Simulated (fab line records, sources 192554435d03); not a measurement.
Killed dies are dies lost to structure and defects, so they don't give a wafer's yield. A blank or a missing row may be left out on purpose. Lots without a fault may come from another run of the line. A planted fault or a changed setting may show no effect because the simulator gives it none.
fab line records | flow n5_finfet
record lots=7 wafers=21
route steps=1938 shown BEOL_M8@1362 BEOL_M10@1509 BEOL_M12@1605 BEOL_M14@1722
start_h: hours from the record's first day to the start of the lot's first wafer shown | wait_h: hours since the lot's step before | " the same as in the row above | L1.1+2: a row that stands for several wafers | - no value, or no start given | * or withheld: withheld | < > ~ a bound
route shown NAME@n: a module of which the file shows steps, and the number in the route of the first | usual: mean/standard deviation of fault-free wafers | same: alike in all rows | chamber/n: place in a boat | sites: the reading at each site | _std_site: their standard deviation | _edge_site: outer sites' mean less inner sites' | radius_mm: how far each site lies from the wafer's centre | mask NAME#n: copy n | behind: the tool/chamber that last shaped the wafer | hold: why the lot was held/for how many hours/how that ended | device: the transistor (n, p or np) that didn't switch | end of line: the same wafers' tests at the end of the route | a step without rows: its recipe alone | killed: dies lost to structure and defects at the first sort, not the wafer's yield | map: a wafer's dies, x killed, . not, _ none there
set.NAME: the setting as run; set.NAME@STEP: as run at that earlier step | model.NAME: the simulator's own value behind a step, which no gauge read
lots whose settings were changed on purpose; a table a step, a row a wafer
## steps
# step N5_BEOL_M8_EXPOSE_25
# recipe mask_id=V7 na=0.33 source_shape=annular sigma_inner=0.4 sigma_outer=0.8 polarization=unpolarized target_cd_nm=40 dose_mj=42.5
# columns lot.wafer tool chamber start_h wait_h mask set.dose_mj
L074.1+5 euv_scanner-02 0 216.22 - V7#0 42.5
L074.4 " 0 " " V7#0 44.27
L076.1+2+3 euv_scanner-01 0 231.81 - V7#0 42.5
L077.1+3 euv_scanner-01 0 235.83 - V7#0 42.5
L077.6 " 0 " " V7#0 44.57
L078.2+3 euv_scanner-01 0 240.32 - V7#0 42.5
L078.6 " 0 " " V7#0 44.2
L081.1+3+4 euv_scanner-01 0 254.13 - V7#0 42.5
L085.1+4+5 euv_scanner-02 0 271.12 - V7#0 42.5
L088.1+3 euv_scanner-01 0 303.71 - V7#0 42.5
L088.2 " 0 " " V7#0 45.17
# step N5_BEOL_M8_PEB_26
# recipe peb_temp_c=100 peb_time_s=60 resist=CAR-EUV
# step N5_BEOL_M8_DEVELOP_27
# recipe develop_time_s=30 developer=TMAH resist=CAR-EUV rinse_liquid=surfactant_rinse dry=air_spin dev_temp_c=23
# step N5_BEOL_M8_CD_MEAS_28
# recipe target_cd_nm=40 landing_energy_ev=500 detector=se_inlens
# usual cd_nm=39.97/0.23
# columns lot.wafer tool chamber start_h wait_h set.dose_mj@BEOL_M8_EXPOSE_25 cd_nm
L074.1 cd_sem-01 0 216.41 - 42.5 39.88
L074.4 " 0 " " 44.27 40.48
L074.5 " 0 " " 42.5 39.50
L076.1 cd_sem-01 0 231.94 - 42.5 39.75
L076.2 " 0 " " 42.5 39.86
L076.3 " 0 " " 42.5 40.09
L077.1 cd_sem-01 0 235.97 - 42.5 39.86
L077.3 " 0 " " 42.5 39.86
L077.6 " 0 " " 44.57 40.73
L078.2 cd_sem-02 0 240.44 - 42.5 40.15
L078.3 " 0 " " 42.5 40.08
L078.6 " 0 " " 44.2 40.51
L081.1 cd_sem-03 0 254.27 - 42.5 39.80
L081.3 " 0 " " 42.5 39.99
L081.4 " 0 " " 42.5 39.58
L085.1 cd_sem-02 0 271.25 - 42.5 39.87
L085.4 " 0 " " 42.5 39.83
L085.5 " 0 " " 42.5 40.02
L088.1 cd_sem-03 0 303.84 - 42.5 40.23
L088.2 " 0 " " 45.17 40.94
L088.3 " 0 " " 42.5 39.90
# step N5_BEOL_M8_DESCUM_33
# recipe chemistry=O2 time_s=7 source_power_w=50 bias_power_w=20 pressure_mtorr=20 rf_frequency_hz=2.712e+07 temp_c=40 resist=CAR-EUV o2_flow_sccm=225
# columns lot.wafer tool chamber start_h wait_h set.dose_mj@BEOL_M8_EXPOSE_25 model.BEOL_M8.cd_nm
L074.1 rie_diel-01 3 216.71 0.2 42.5 39.6
L074.4 " 0 " " 44.27 40.6
L074.5 " 3 " " 42.5 39.8
L076.1+3 rie_diel-01 0,2 232.13 0.1 42.5 40.2
L076.2 " 3 " " 42.5 39.8
L077.1 rie_diel-03 1 236.90 0.8 42.5 40
L077.3 " 3 " " 42.5 39.8
L077.6 " 1 " " 44.57 40.8
L078.2 rie_diel-01 2 240.56 0.0 42.5 39.8
L078.3 " 0 " " 42.5 40
L078.6 " 2 " " 44.2 40.4
L081.1 rie_diel-01 1 254.76 0.4 42.5 40
L081.3+4 " 0,3 " " 42.5 39.8
L085.1+4+5 rie_diel-06 2,0,0 271.78 0.4 42.5 40
L088.1+3 rie_diel-06 0,2 304.17 0.2 42.5 39.8
L088.2 " 3 " " 45.17 41
# step N5_BEOL_M8_ETCH_72
# recipe chemistry=N2/H2 target=underlayer target_depth_a=65 mask_material=CAR-EUV time_s=5.2 ion_energy_ev=200 pressure_mtorr=30 source_w=840 bias_w=150 n2_flow_sccm=200 h2_flow_sccm=200 ends=cleared
# columns lot.wafer tool chamber start_h wait_h set.dose_mj@BEOL_M8_EXPOSE_25 model.BEOL_M8.cd_nm
L074.1 rie_diel-01 3 216.74 0.0 42.5 39.4
L074.4 " 0 " " 44.27 40.6
L074.5 " 3 " " 42.5 39.6
L076.1+3 rie_diel-01 0,2 232.16 0.0 42.5 40.2
L076.2 " 3 " " 42.5 39.8
L077.1+3 rie_diel-03 1,3 236.93 0.0 42.5 39.8
L077.6 " 1 " " 44.57 40.8
L078.2 rie_diel-01 2 240.60 0.0 42.5 39.8
L078.3 " 0 " " 42.5 40
L078.6 " 2 " " 44.2 40.4
L081.1 rie_diel-01 1 254.80 0.0 42.5 40.2
L081.3+4 " 0,3 " " 42.5 39.8
L085.1 rie_diel-06 2 271.81 0.0 42.5 40.2
L085.4+5 " 0 " " 42.5 40
L088.1 rie_diel-06 0 304.21 0.0 42.5 39.8
L088.2 " 3 " " 45.17 41
L088.3 " 2 " " 42.5 40
# step N5_BEOL_M8_ETCH_65
# recipe chemistry=CF4 target=SiARC target_depth_a=156 mask_material=CAR-EUV time_s=26 ion_energy_ev=80 pressure_mtorr=40 source_w=545 bias_w=36 Ar_flow_sccm=100 cf4_flow_sccm=100 ends=cleared
# usual rf_vpp_V=184.8/1
# columns lot.wafer tool chamber start_h wait_h set.source_w rf_vpp_V
L074.1 rie_diel-01 3 216.76 0.0 545 185.2
L074.4 " 0 " " 545 186.0
L074.5 " 3 " " 545 185.3
L076.1 rie_diel-01 0 232.18 0.0 545 185.6
L076.2 " 3 " " 545 183.9
L076.3 " 2 " " 545 185.0
L077.1 rie_diel-03 1 236.95 0.0 545 184.5
L077.3 " 3 " " 494.8 188.1
L077.6 " 1 " " 494.8 190.7
L078.2 rie_diel-01 2 240.62 0.0 545 186.4
L078.3 " 0 " " 605.9 178.5
L078.6 " 2 " " 605.9 179.0
L081.1 rie_diel-01 1 254.81 0.0 545 184.9
L081.3 " 0 " " 545 184.5
L081.4 " 3 " " 640.7 174.4
L085.1 rie_diel-06 2 271.83 0.0 500.7 187.7
L085.4 " 0 " " 545 183.3
L085.5 " 0 " " 545 183.9
L088.1 rie_diel-06 0 304.23 0.0 545 185.0
L088.2 " 3 " " 545 186.6
L088.3 " 2 " " 545 184.1
# step N5_BEOL_M8_ETCH_66
# recipe chemistry=N2/H2 target=SOC target_depth_a=800 overetch_a=160 mask_material=SiARC temp_c=40 time_s=120 ion_energy_ev=200 pressure_mtorr=30 source_w=840 bias_w=150 n2_flow_sccm=200 h2_flow_sccm=200
# columns lot.wafer tool chamber start_h wait_h set.dose_mj@BEOL_M8_EXPOSE_25 model.BEOL_M8.cd_nm
L074.1 rie_diel-01 3 216.79 0.0 42.5 39.6
L074.4 " 0 " " 44.27 40.8
L074.5 " 3 " " 42.5 39.8
L076.1+3 rie_diel-01 0,2 232.21 0.0 42.5 40.2
L076.2 " 3 " " 42.5 39.8
L077.1 rie_diel-03 1 236.97 0.0 42.5 39.8
L077.3 " 3 " " 42.5 40
L077.6 " 1 " " 44.57 40.8
L078.2 rie_diel-01 2 240.64 0.0 42.5 39.8
L078.3 " 0 " " 42.5 40
L078.6 " 2 " " 44.2 40.4
L081.1 rie_diel-01 1 254.84 0.0 42.5 40.2
L081.3+4 " 0,3 " " 42.5 40
L085.1 rie_diel-06 2 271.86 0.0 42.5 40.4
L085.4+5 " 0 " " 42.5 40
L088.1 rie_diel-06 0 304.25 0.0 42.5 40
L088.2 " 3 " " 45.17 41
L088.3 " 2 " " 42.5 40.2
# step N5_BEOL_M8_DEP_56
# recipe material=SiCN target_thk_a=100 temp_c=withheld precursor=3MS/NH3 pressure_torr=3 rf_w=202 time_s=17.5
# columns lot.wafer tool chamber start_h wait_h set.time_s model.SiCN_of_BEOL_M8_DEP_56.thk_nm
L074.1+4 pecvd-01 2 219.47 0.0 17.5 9.8
L074.5 " 1 " " 17.5 9.6
L076.1+2 pecvd-03 2,1 236.61 0.0 17.5 10
L076.3 " 0 " " 17.5 10.2
L077.1+6 pecvd-02 1 241.88 0.0 18.78 11
L077.3 " 0 " " 17.5 10.2
L078.2+3 pecvd-03 2,1 245.24 0.0 18.96 10.8
L078.6 " 2 " " 18.96 11
L081.1 pecvd-01 2 258.02 0.0 16.42 9.2
L081.3 " 1 " " 17.5 9.8
L081.4 " 2 " " 17.5 10
L085.1 pecvd-02 0 275.07 0.0 17.5 10
L085.4 " 2 " " 15.95 9
L085.5 " 0 " " 17.5 10.2
L088.1 pecvd-01 2 308.89 0.0 18.19 10.2
L088.2 " 0 " " 18.19 10.4
L088.3 " 1 " " 17.5 10
# step N5_BEOL_M10_VIA_ETCH_34
# recipe chemistry=C4F6/O2 target=SiCOH_lowk target_depth_a=1845 mask_material=SOC taper_deg=4 time_s=69.2 ion_energy_ev=250 pressure_mtorr=30 source_w=345 bias_w=185 Ar_flow_sccm=300 C4F6_flow_sccm=10 O2_flow_sccm=10
# columns lot.wafer tool chamber start_h wait_h set.time_s model.etch.depth_nm model.SOC_of_BEOL_M10_COAT_63.thk_nm
L074.1 rie_diel-01 3 231.87 0.0 79.73 219.9 90.4
L074.4 " 3 " " 69.2 192.3 91.6
L074.5 " 0 " " 79.73 208.6 91
L076.1 rie_diel-06 3 249.90 0.0 69.2 181.1 91.8
L076.2 " 0 " " 69.2 187 91.4
L076.3 " 2 " " 69.2 189.4 91.6
L077.1 rie_diel-06 1 254.36 0.0 80.32 213.9 90.6
L077.3 " 0 " " 69.2 186.6 91.8
L077.6 " 1 " " 69.2 182.9 91.6
L078.2 rie_diel-03 2 254.75 0.0 74.17 201.5 90.4
L078.3 " 1 " " 74.17 198.8 91
L078.6 " 0 " " 69.2 183 92
L081.1 rie_diel-06 1 272.39 0.0 64.8 173 92
L081.3 " 0 " " 69.2 185.5 91.8
L081.4 " 3 " " 64.8 168.7 92.4
L085.1 rie_diel-06 1 292.77 0.0 55.87 148.6 93.2
L085.4 " 3 " " 69.2 179.5 91.8
L085.5 " 1 " " 69.2 185.3 91.6
L088.1 rie_diel-03 0 323.31 0.0 69.2 184.3 91.4
L088.2 " 3 " " 69.2 188 90.8
L088.3 " 2 " " 69.2 186.8 91.2
# step N5_BEOL_M12_COAT_04
# recipe spin_rpm=1625 resist_thk_nm=400
# columns lot.wafer tool chamber start_h wait_h set.spin_rpm model.coat_of_BEOL_M12_COAT_04.thk_nm
L074.1 litho_track-01 0 - - 1750 384.6
L074.4 " 0 " " 1625 399.8
L074.5 " 0 " " 1625 400.6
L076.1 litho_track-01 0 - - 1625 401.2
L076.2 " 0 " " 1625 400.2
L076.3 " 0 " " 1625 399.2
L078.2 litho_track-03 0 - - 1478 420
L078.3 " 0 " " 1625 399.2
L078.6 " 0 " " 1478 419.6
L077.1 litho_track-03 0 - - 1795 381.4
L077.3 " 0 " " 1625 400.4
L077.6 " 0 " " 1625 400.8
L081.1 litho_track-03 0 - - 1686 391.8
L081.3 " 0 " " 1686 393
L081.4 " 0 " " 1625 398.4
L085.1 litho_track-03 0 - - 1498 414
L085.4 " 0 " " 1498 415.2
L085.5 " 0 " " 1498 415.6
L088.1 litho_track-04 0 - - 1498 417.8
L088.2 " 0 " " 1625 399.8
L088.3 " 0 " " 1498 416.4
# step N5_BEOL_M12_DESCUM_15
# recipe chemistry=O2 time_s=7.9 source_power_w=50 bias_power_w=20 pressure_mtorr=20 rf_frequency_hz=2.712e+07 temp_c=40 o2_flow_sccm=225
# columns lot.wafer tool chamber start_h wait_h set.time_s
L074.1+4+5 rie_diel-01 1,2,2 246.92 0.9 7.9
L076.1+2+3 rie_diel-06 1,3,2 260.63 0.0 7.9
L078.2+3+6 rie_diel-03 1,2,3 265.88 0.0 7.9
L077.1+3+6 rie_diel-06 2,3,3 266.03 0.0 6.528
L081.1+3+4 rie_diel-01 2,1,0 284.85 0.0 7.9
L085.1+4 rie_diel-03 2,1 306.74 0.0 7.363
L085.5 " 2 " " 7.9
L088.1+2+3 rie_diel-06 3,2,1 335.93 0.0 7.9
# step N5_BEOL_M12_ETCH_59
# recipe chemistry=N2/H2 target=BARC target_depth_a=890 overetch_a=267 time_s=67.9 ion_energy_ev=200 pressure_mtorr=30 source_w=840 bias_w=150 n2_flow_sccm=200 h2_flow_sccm=200
# columns lot.wafer tool chamber start_h wait_h set.spin_rpm@BEOL_M12_COAT_04 model.coat_of_BEOL_M12_COAT_04.thk_nm
L074.1 rie_diel-01 1 246.95 0.0 1750 300.6
L074.4 " 2 " " 1625 315.4
L074.5 " 2 " " 1625 315.8
L076.1 rie_diel-06 1 260.67 0.0 1625 319.6
L076.2 " 3 " " 1625 319.8
L076.3 " 2 " " 1625 315.2
L078.2 rie_diel-03 1 265.91 0.0 1478 335.4
L078.3 " 2 " " 1625 315.4
L078.6 " 3 " " 1478 336
L077.1 rie_diel-06 2 266.06 0.0 1795 298.2
L077.3 " 3 " " 1625 320
L077.6 " 3 " " 1625 320.8
L081.1 rie_diel-01 2 284.88 0.0 1686 307.4
L081.3 " 1 " " 1686 309.2
L081.4 " 0 " " 1625 317.6
L085.1 rie_diel-03 2 306.77 0.0 1498 329
L085.4 " 1 " " 1498 331.2
L085.5 " 2 " " 1498 330.6
L088.1 rie_diel-06 3 335.96 0.0 1498 337
L088.2 " 2 " " 1625 314.8
L088.3 " 1 " " 1498 332.8
# step N5_BEOL_M12_VIA_ETCH_16
# recipe chemistry=C4F8/O2/Ar target=SiOC pressure_mtorr=30 source_w=3000 bias_w=700 Ar_flow_sccm=400 C4F8_flow_sccm=15 O2_flow_sccm=8 he_inner_torr=15 he_outer_torr=30 target_depth_a=7248 time_s=withheld ion_energy_ev=250 ends=cleared
# step N5_BEOL_M12_STRIP_63
# recipe chemistry=N2/H2 power_w=1000 temp_c=250 h2_frac=0.65 overash_fraction=0.3 pressure_mtorr=1000 n2_flow_sccm=1750 h2_flow_sccm=3250
# usual strip_time_to_endpoint_s=42.2/0.99
# columns lot.wafer tool chamber start_h wait_h set.spin_rpm@BEOL_M12_COAT_04 strip_time_to_endpoint_s
L074.1 plasma_asher-02 0 247.21 - 1750 38.1
L074.4 " 0 " " 1625 41.5
L074.5 " 0 " " 1625 41.0
L076.1 plasma_asher-01 1 260.92 - 1625 42.7
L076.2 " 0 " " 1625 43.1
L076.3 " 1 " " 1625 40.7
L078.2 plasma_asher-02 0 266.16 - 1478 47.2
L078.3 " 0 " " 1625 42.1
L078.6 " 1 " " 1478 46.3
L077.1 plasma_asher-02 1 266.34 - 1795 36.0
L077.3 " 0 " " 1625 41.8
L077.6 " 0 " " 1625 42.0
L081.1 plasma_asher-01 1 285.13 - 1686 40.0
L081.3 " 1 " " 1686 41.4
L081.4 " 0 " " 1625 42.4
L085.1 plasma_asher-01 0 307.06 - 1498 45.4
L085.4 " 1 " " 1498 44.8
L085.5 " 1 " " 1498 44.6
L088.1 plasma_asher-01 1 336.21 - 1498 47.7
L088.2 " 0 " " 1625 42.5
L088.3 " 0 " " 1498 46.8
# step N5_BEOL_M12_SPUTTER_44
# recipe material=Ta target_thk_a=100 temp_c=50 bias_v=80 power_w=15000 chamber_pressure_pa=0.07 time_s=16.13
# columns lot.wafer tool chamber start_h wait_h set.time_s model.Ta_of_BEOL_M12_SPUTTER_44.thk_nm
L074.1 pvd_sputter-01 - 252.26 0.0 13.98 8.4
L074.4 " - " " 16.13 9.8
L074.5 " - " " 13.98 8.8
L076.1+2 pvd_sputter-02 - 263.21 0.0 16.13 9.8
L076.3 " - " " 16.13 10
L078.2 pvd_sputter-01 - 268.53 0.0 16.13 9.8
L078.3 " - " " 16.13 10.2
L078.6 " - " " 16.13 10
L077.1 pvd_sputter-03 - 274.06 0.0 16.13 10.2
L077.3 " - " " 16.13 10.4
L077.6 " - " " 18.48 11.6
L081.1 pvd_sputter-02 - 295.29 0.0 14.98 9
L081.3 " - " " 16.13 10
L081.4 " - " " 14.98 9.2
L085.1 pvd_sputter-02 - 311.68 0.0 16.13 9.8
L085.4 " - " " 18 11.4
L085.5 " - " " 16.13 10
L088.1 pvd_sputter-01 - 342.91 0.0 18.1 11.4
L088.2 " - " " 16.13 10
L088.3 " - " " 16.13 10.2
# step N5_BEOL_M14_EXPOSE_07
# recipe mask_id=V13 na=0.8 source_shape=annular sigma_inner=0.5 sigma_outer=0.8 polarization=unpolarized attpsm_phase_deg=180 dose_mj=57
# columns lot.wafer tool chamber start_h wait_h mask set.dose_mj
L074.1+4 krf_scanner-02 0 258.71 - V13#0 57
L074.5 " 0 " " V13#0 58.1
L076.1+2+3 krf_scanner-02 0 271.12 - V13#0 57
L078.2+3+6 krf_scanner-02 0 275.42 - V13#0 57
L077.1+3+6 krf_scanner-01 0 281.30 - V13#0 57
L081.1+3 krf_scanner-01 0 306.12 - V13#0 57
L081.4 " 0 " " V13#0 58.15
L085.1+5 krf_scanner-02 0 319.17 - V13#0 57
L085.4 " 0 " " V13#0 61.17
L088.1+3 krf_scanner-02 0 355.83 - V13#0 57
L088.2 " 0 " " V13#0 61.13
# step N5_BEOL_M14_PEB_08
# recipe peb_temp_c=130 peb_time_s=90
# step N5_BEOL_M14_DEVELOP_09
# recipe develop_time_s=45 rinse_liquid=diw dry=air_spin dev_temp_c=21
# step N5_BEOL_M14_HARDBAKE_14
# recipe temp_c=130 time_s=120
# step N5_BEOL_M14_CD_MEAS_10
# recipe target_cd_nm=250 landing_energy_ev=500 detector=se_inlens polarity=opening
# usual cd_nm=250.2/1.6
# columns lot.wafer tool chamber start_h wait_h set.dose_mj@BEOL_M14_EXPOSE_07 cd_nm
L074.1 cd_sem-01 0 258.88 - 57 252.2
L074.4 " 0 " " 57 250.0
L074.5 " 0 " " 58.1 252.0
L076.1 cd_sem-01 0 271.29 - 57 248.3
L076.2 " 0 " " 57 251.2
L076.3 " 0 " " 57 248.1
L078.2 cd_sem-02 0 275.59 - 57 249.7
L078.3 " 0 " " 57 250.4
L078.6 " 0 " " 57 249.2
L077.1 cd_sem-03 0 281.48 - 57 248.8
L077.3 " 0 " " 57 247.9
L077.6 " 0 " " 57 250.6
L081.1 cd_sem-03 0 306.30 - 57 249.9
L081.3 " 0 " " 57 251.1
L081.4 " 0 " " 58.15 252.5
L085.1 cd_sem-03 0 319.35 - 57 250.5
L085.4 " 0 " " 61.17 262.4
L085.5 " 0 " " 57 253.3
L088.1 cd_sem-01 0 356.01 - 57 249.9
L088.2 " 0 " " 61.13 263.1
L088.3 " 0 " " 57 248.8
# step N5_BEOL_M14_DESCUM_15
# recipe chemistry=O2 time_s=7.9 source_power_w=50 bias_power_w=20 pressure_mtorr=20 rf_frequency_hz=2.712e+07 temp_c=40 o2_flow_sccm=225
# columns lot.wafer tool chamber start_h wait_h set.time_s
L074.1+5 rie_diel-01 1,3 258.97 0.0 7.313
L074.4 " 3 " " 7.9
L076.1+2+3 rie_diel-01 2,1,3 271.50 0.1 7.9
L078.2+3+6 rie_diel-03 2,1,0 275.68 0.0 7.9
L077.1+3 rie_diel-03 2,3 281.57 0.0 7.9
L077.6 " 0 " " 7.44
L081.1+3+4 rie_diel-03 1,2,1 306.39 0.0 7.9
L085.1+4 rie_diel-03 3,2 319.43 0.0 7.9
L085.5 " 3 " " 6.899
L088.1+2+3 rie_diel-03 1,3,2 356.10 0.0 7.9
# step N5_BEOL_M14_ETCH_59
# recipe chemistry=N2/H2 target=BARC target_depth_a=890 overetch_a=267 time_s=67.9 ion_energy_ev=200 pressure_mtorr=30 source_w=840 bias_w=150 n2_flow_sccm=200 h2_flow_sccm=200
# step N5_BEOL_M14_VIA_ETCH_16
# recipe chemistry=C4F8/O2/Ar target=SiO2 he_inner_torr=15 he_outer_torr=30 target_depth_a=12313 time_s=withheld ion_energy_ev=800 pressure_mtorr=20 source_w=1905 bias_w=2040 Ar_flow_sccm=400 C4F8_flow_sccm=16 O2_flow_sccm=12 ends=cleared
# step N5_BEOL_M14_STRIP_71
# recipe chemistry=post_etch_residue_remover time_s=60 temp_c=25 remover_ph=withheld remover_water_wt_pct=withheld remover_fluoride_wt_pct=withheld
# step N5_BEOL_M14_SRD_72
# recipe time_s=30 temp_c=23 rinse_liquid=diw dry=n2_spin spin_rpm=1500 dry_time_s=30
# step N5_BEOL_M14_CD_MEAS_17
# recipe target_cd_nm=250 polarity=opening
# usual cd_nm=251.0/1.9
# columns lot.wafer tool chamber start_h wait_h set.dose_mj@BEOL_M14_EXPOSE_07 cd_nm
L074.1 cd_sem-01 - 259.41 0.0 57 252.1
L074.4 " - " " 57 250.0
L074.5 " - " " 58.1 252.0
L076.1 cd_sem-02 - 271.99 0.0 57 249.4
L076.2 " - " " 57 250.7
L076.3 " - " " 57 247.5
L078.2 cd_sem-02 - 276.12 0.0 57 251.5
L078.3 " - " " 57 253.0
L078.6 " - " " 57 249.7
L077.1 cd_sem-02 - 282.00 0.0 57 252.0
L077.3 " - " " 57 250.9
L077.6 " - " " 57 250.1
L081.1 cd_sem-02 - 306.82 0.0 57 253.2
L081.3 " - " " 57 254.2
L081.4 " - " " 58.15 254.9
L085.1 cd_sem-03 - 319.87 0.0 57 252.2
L085.4 " - " " 61.17 263.7
L085.5 " - " " 57 254.6
L088.1 cd_sem-03 - 356.53 0.0 57 251.7
L088.2 " - " " 61.13 264.1
L088.3 " - " " 57 249.9
## key
split step=N5_BEOL_M8_EXPOSE_25 setting=dose_mj stated=42.5 by=wafer
response step=N5_BEOL_M8_CD_MEAS_28 reading=cd_nm change=+0.151 per=1% r=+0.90
response step=N5_BEOL_M8_DESCUM_33 reading=model.BEOL_M8.cd_nm change=+0.183 per=1% r=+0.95
response step=N5_BEOL_M8_ETCH_72 reading=model.BEOL_M8.cd_nm change=+0.19 per=1% r=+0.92
response step=N5_BEOL_M8_ETCH_66 reading=model.BEOL_M8.cd_nm change=+0.172 per=1% r=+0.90
split step=N5_BEOL_M8_ETCH_65 setting=source_w stated=545 by=wafer
response step=N5_BEOL_M8_ETCH_65 reading=rf_vpp_V change=-0.589 per=1% r=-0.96
split step=N5_BEOL_M8_DEP_56 setting=time_s stated=17.5 by=wafer
response step=N5_BEOL_M8_DEP_56 reading=model.SiCN_of_BEOL_M8_DEP_56.thk_nm change=+0.114 per=1% r=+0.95
split step=N5_BEOL_M10_VIA_ETCH_34 setting=time_s stated=69.2 by=wafer
response step=N5_BEOL_M10_VIA_ETCH_34 reading=model.etch.depth_nm change=+1.75 per=1% r=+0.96
response step=N5_BEOL_M10_VIA_ETCH_34 reading=model.SOC_of_BEOL_M10_COAT_63.thk_nm change=-0.0757 per=1% r=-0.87
split step=N5_BEOL_M12_COAT_04 setting=spin_rpm stated=1625 by=wafer
response step=N5_BEOL_M12_COAT_04 reading=model.coat_of_BEOL_M12_COAT_04.thk_nm change=-2.04 per=1% r=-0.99
response step=N5_BEOL_M12_ETCH_59 reading=model.coat_of_BEOL_M12_COAT_04.thk_nm change=-2.22 per=1% r=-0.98
response step=N5_BEOL_M12_STRIP_63 reading=strip_time_to_endpoint_s change=* per=1% r=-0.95
split step=N5_BEOL_M12_DESCUM_15 setting=time_s stated=7.9 by=wafer
response none clear
split step=N5_BEOL_M12_SPUTTER_44 setting=time_s stated=16.13 by=wafer
response step=N5_BEOL_M12_SPUTTER_44 reading=model.Ta_of_BEOL_M12_SPUTTER_44.thk_nm change=+0.103 per=1% r=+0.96
split step=N5_BEOL_M14_EXPOSE_07 setting=dose_mj stated=57 by=wafer
response step=N5_BEOL_M14_CD_MEAS_10 reading=cd_nm change=+1.6 per=1% r=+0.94
response step=N5_BEOL_M14_CD_MEAS_17 reading=cd_nm change=+1.55 per=1% r=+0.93
split step=N5_BEOL_M14_DESCUM_15 setting=time_s stated=7.9 by=wafer
response none clear
